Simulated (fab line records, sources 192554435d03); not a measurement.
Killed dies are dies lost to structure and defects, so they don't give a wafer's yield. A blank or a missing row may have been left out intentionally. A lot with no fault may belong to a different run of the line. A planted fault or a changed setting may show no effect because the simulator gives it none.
3 desks, one fault	flow n5-finfet	every desk sees just its own numbers, and what lay behind them comes last

TOOL OWNER'S DESK, rie-diel-06
The tool's own readings at N5_BEOL_M10_ETCH_66 (etches SOC in N2/H2, target depth 120 nm, overetch 24 nm, time 180 s): means of the sampled wafers that have a number, for each lot that ran on this tool. A lot is out of limits, marked OUT, if its mean lies more than 4 standard deviations from the usual mean; the brackets give that distance.
Columns: A = drypump-motor-current-A at N5_BEOL_M10_ETCH_66, usual 5.7 A; B = oes-product-au at N5_BEOL_M10_ETCH_66, usual 0.65 a.u.; C = rf-vpp-V at N5_BEOL_M10_ETCH_66, usual 523.7 V; D = run-length-s at N5_BEOL_M10_ETCH_66, usual 203.2 s; E = showerhead-plenum-p-Torr at N5_BEOL_M10_ETCH_66, usual 2.53 Torr; F = throttle-valve-pct at N5_BEOL_M10_ETCH_66, usual 17.88 %
lot	first seen here	A	B	C	D	E	F
L660	day 13 05:26	5.9	0.74	524.1	203.2	2.54	17.68
L665	day 13 23:14	6.0	0.71	522.8	208.8 (+14) OUT	2.52	17.77
L668	day 15 03:53	6.0	0.69	524.0	208.6 (+14) OUT	2.53	17.84
L669	day 15 15:04	5.6	0.71	527.3	208.4 (+13) OUT	2.62	17.66
This desk's verdict: out of limits on L665, L668, L669, starting with L665 at day 13 23:14 (run-length-s at N5_BEOL_M10_ETCH_66). L660: within limits.

THE DEFECT DESK
Inspection counts along the route, by lot: the mean over sampled wafers that carry a number. A lot is out of limits, marked OUT, if its mean lies more than 4 standard deviations from the usual mean; the brackets give that distance.
Columns: A = raw-defect-count at N5_BEOL_M10_INSPECT_30, usual 403
lot	first seen here	A
L647	day 9 21:11	354
L649	day 10 11:36	463
L656	day 11 19:31	427
L660	day 13 05:19	372
L665	day 13 23:07	424
L668	day 15 03:46	344
L669	day 15 14:57	342
This desk found nothing out of limits on any of the 7 lots.

AT THE METROLOGY DESK
What the gauges read for every lot (on any tool): the sampled wafers with a number, averaged. A lot is out of limits, marked OUT, if its mean lies more than 4 standard deviations from the usual mean; the brackets give that distance.
Columns: A = cd-nm at N5_BEOL_M10_CD_MEAS_28, usual 69.8 nm; B = V9_OVL at N5_BEOL_M10_OVL_MEAS_29, usual -0.1 nm
lot	first seen here	A	B
L647	day 9 21:07	69.2	0.7
L649	day 10 11:33	68.4	-0.3
L656	day 11 19:28	69.0	-0.0
L660	day 13 05:16	70.7	0.1
L665	day 13 23:04	69.8	0.5
L668	day 15 03:43	71.2	-0.4
L669	day 15 14:54	69.1	-0.9
This desk found nothing out of limits on any of the 7 lots.

TAKEN TOGETHER
The tool owner's desk had the chance to raise an alarm at day 13 23:14 on L665, L668, L669.
No out-of-limits result turned up at the defect desk.
Nothing out of limits was seen by the metrology desk.
The defect desk has L665, L668, L669 on record, within its limits.
The metrology desk has L665, L668, L669 on record, within its limits.
Of the lots named, all ran N5_BEOL_M10_ETCH_66 on rie-diel-06.

WHAT THE SIMULATOR HAD PUT IN
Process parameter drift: rie-diel-06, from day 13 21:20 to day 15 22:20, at N5_BEOL_M10_ETCH_66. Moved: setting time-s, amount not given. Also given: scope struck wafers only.
Struck lots among those shown: L665, L668, L669.
Delay in hours, fault start to first out-of-limits reading, by desk: the tool owner's desk at 2.
